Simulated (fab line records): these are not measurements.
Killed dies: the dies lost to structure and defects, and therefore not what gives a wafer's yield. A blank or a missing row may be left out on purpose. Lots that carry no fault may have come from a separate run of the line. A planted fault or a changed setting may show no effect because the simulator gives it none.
Chamber matching ; flow nand_harc ; NHARC_P_M1_ETCH_35 on rie_diel-10 has 4 sister chambers
The step etches the open film in N2/H2, target depth 40 nm, overetch 12 nm, time 43.94 s. 4 wafers are shown with their chamber, then 7 later ones without.

== WAFERS PAIRED WITH THEIR CHAMBERS ==
wafer;chamber;showerhead_plenum_p_Torr (Torr)
L859.2;3;1.97
L862.3;1;2.03
L874.2;0;2.14
L874.4;2;2.19

== WAFERS WITH NO CHAMBER GIVEN ==
wafer;showerhead_plenum_p_Torr (Torr)
L874.5;2.03
L876.1;2.19
L876.3;1.97
L876.5;1.96
L878.1;2.19
L878.2;2.13
L878.4;1.96

== WHICH CHAMBER EACH ONE RAN IN ==
wafer;from the rows above;in truth
L874.5;1;1
L876.1;2;2
L876.3;3;3
L876.5;3;3
L878.1;2;2
L878.2;0;0
L878.4;3;3
Placed correctly: 7 of 7. Not placeable from these rows: 0. Wrongly placed: 0.
How it was worked out, from the rows above alone: a wafer's distance from a chamber is the root of the sum, over the readings, of the square of ((its reading less the chamber's mean) divided by the reading's scatter). If the next closest chamber is less than 2 further off than the closest, the wafer can't be placed; otherwise it belongs to the closest. The mean given for a chamber averages the wafers shown for that chamber. The scatter: root of mean squared gap, hidden wafer to nearest shown wafer, with one shown wafer a chamber.
